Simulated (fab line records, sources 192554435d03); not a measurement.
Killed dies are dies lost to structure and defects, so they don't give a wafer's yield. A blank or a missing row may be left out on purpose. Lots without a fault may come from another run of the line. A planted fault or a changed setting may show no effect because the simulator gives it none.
Split-lot experiment | flow n5_finfet | 7 lots, 21 wafers read, on a route of 1938 steps

THE SPLIT
At N5_FIN_SAQP_ETCH_65 (etches SiO2 in CF4, target depth 4 nm, time 4.4 s), the setting time_s was moved away from the recipe's 4.4 s on 5 of the 21 wafers read, by -6.8% to +9.1%. The other wafers ran this setting at the recipe's value.

The reading is taken at the split's own step.

THE READING
etch.depth_nm (the simulator's own value, which no gauge read), in nm, at N5_FIN_SAQP_ETCH_65 (etches SiO2 in CF4, target depth 4 nm, time 4.4 s). The file gives no usual value for it. The 16 wafers here that ran the recipe average 3.990 nm, standard deviation 0.081 nm.

wafer  | tool, chamber at the split | time_s as run, s | against the recipe | etch.depth_nm, nm | against lot-mates on the recipe
L075.2 | rie_si-05, 1               | 4.4              | recipe             | 3.872             | -
L075.3 | rie_si-05, 2               | 4.802            | +9.1%              | 4.239             | +0.367
L075.6 | rie_si-05, 0               | 4.802            | +9.1%              | 4.345             | +0.473
L077.1 | rie_si-05, 3               | 4.4              | recipe             | 4.067             | -
L077.4 | rie_si-05, 1               | 4.4              | recipe             | 3.931             | -
L077.5 | rie_si-05, 3               | 4.4              | recipe             | 4.028             | -
L082.2 | rie_si-04, 0               | 4.4              | recipe             | 3.956             | -
L082.4 | rie_si-04, 1               | 4.1              | -6.8%              | 3.846             | -0.187
L082.5 | rie_si-04, 1               | 4.4              | recipe             | 4.11              | -
L083.2 | rie_si-01, 1               | 4.4              | recipe             | 3.913             | -
L083.3 | rie_si-01, 0               | 4.4              | recipe             | 3.944             | -
L083.6 | rie_si-01, 3               | 4.4              | recipe             | 3.966             | -
L088.1 | rie_si-04, 3               | 4.4              | recipe             | 3.928             | -
L088.2 | rie_si-04, 2               | 4.788            | +8.8%              | 4.401             | +0.473
L088.6 | rie_si-04, 2               | 4.788            | +8.8%              | 4.369             | +0.441
L089.1 | rie_si-04, 2               | 4.4              | recipe             | 4.022             | -
L089.3 | rie_si-04, 1               | 4.4              | recipe             | 4.115             | -
L089.4 | rie_si-04, 3               | 4.4              | recipe             | 3.932             | -
L097.2 | rie_si-04, 3               | 4.4              | recipe             | 3.92              | -
L097.4 | rie_si-04, 1               | 4.4              | recipe             | 4.156             | -
L097.5 | rie_si-04, 0               | 4.4              | recipe             | 3.974             | -

THE FIT
A straight line over all 21 wafers: etch.depth_nm changes by +0.0357 nm for each +1% of time_s; r = +0.87; the points scatter about the line by 0.084 nm.
The same after taking each lot's own level away (the mean of its wafers on the recipe; 21 wafers): +0.0451 nm for each +1%; r = +0.94; scatter 0.071 nm.
On that fit, the largest move of time_s shifts the reading by 0.41 nm.
The lots' own levels span 3.8720 to 4.0330 nm, that is 2.0 times the standard deviation above.
So the lot-to-lot level changes the slope: the two fits differ.
Check: with one of the wafers moved furthest among these (+9.1%) left out of the fit, the line predicts +0.442 nm for it against its lot-mates. It came out at +0.367 nm against them.

OTHER SPLITS ON THESE WAFERS
These wafers also went through other splits before the reading. Each is held against what the fit with the lots' levels taken away leaves over:
other split on the same wafers | wafers away from the commonest value | r with etch.depth_nm (lot level and that fit taken away)
N5_WELL_APT_EXPOSE_22 dose_mj  | 11                                   | -0.09
N5_WELL_APT_PEB_23 peb_temp_c  | 7                                    | -0.25
N5_FIN_SAQP_PECVD_06 time_s    | 8                                    | -0.09
N5_FIN_SAQP_EXPOSE_13 dose_mj  | 8                                    | -0.13

THE FILE'S OWN FIT
etch.depth_nm changes by +0.044 nm for each +1% of time_s, r = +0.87.
